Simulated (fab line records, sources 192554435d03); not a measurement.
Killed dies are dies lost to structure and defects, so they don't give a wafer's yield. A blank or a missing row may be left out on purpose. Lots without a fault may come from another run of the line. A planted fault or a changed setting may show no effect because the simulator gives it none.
Chamber matching | flow n5_finfet | N5_BEOL_M5_ETCH_67 on rie_diel-02: 4 sister chambers
The step etches SiARC in CF4, target depth 15.6 nm, time 26 s. 4 wafers are shown with their chamber, then 7 later ones without.

WAFERS WITH THEIR CHAMBER
wafer  | chamber | showerhead_plenum_p_Torr (Torr)
L090.1 | 1       | 2.21
L090.2 | 2       | 2.10
L087.2 | 3       | 2.05
L087.3 | 0       | 2.12

WAFERS WITHOUT THEIR CHAMBER
wafer  | showerhead_plenum_p_Torr (Torr)
L087.4 | 2.20
L089.2 | 2.12
L089.4 | 2.05
L089.5 | 2.12
L094.2 | 2.10
L094.3 | 2.12
L094.4 | 2.04

WHICH CHAMBER EACH WENT THROUGH
wafer  | from the rows above | in truth
L087.4 | 1                   | 1
L089.2 | 0                   | 0
L089.4 | 3                   | 3
L089.5 | 0                   | 0
L094.2 | 2                   | 2
L094.3 | 0                   | 0
L094.4 | 3                   | 3
Placed correctly: 7 of 7. Can't be placed from these rows: 0. Placed wrongly: 0.
How it was worked out, from the rows above alone: a wafer's distance from a chamber is the root of the sum, over the readings, of the square of ((its reading less the chamber's mean) divided by the reading's scatter). The wafer belongs to the nearest chamber; if the next one is less than 2 further off, it can't be placed. A chamber's mean is the mean of its shown wafers. The scatter: with one shown wafer a chamber, the root of the mean of the squares of how far each hidden wafer lies from its nearest shown one.
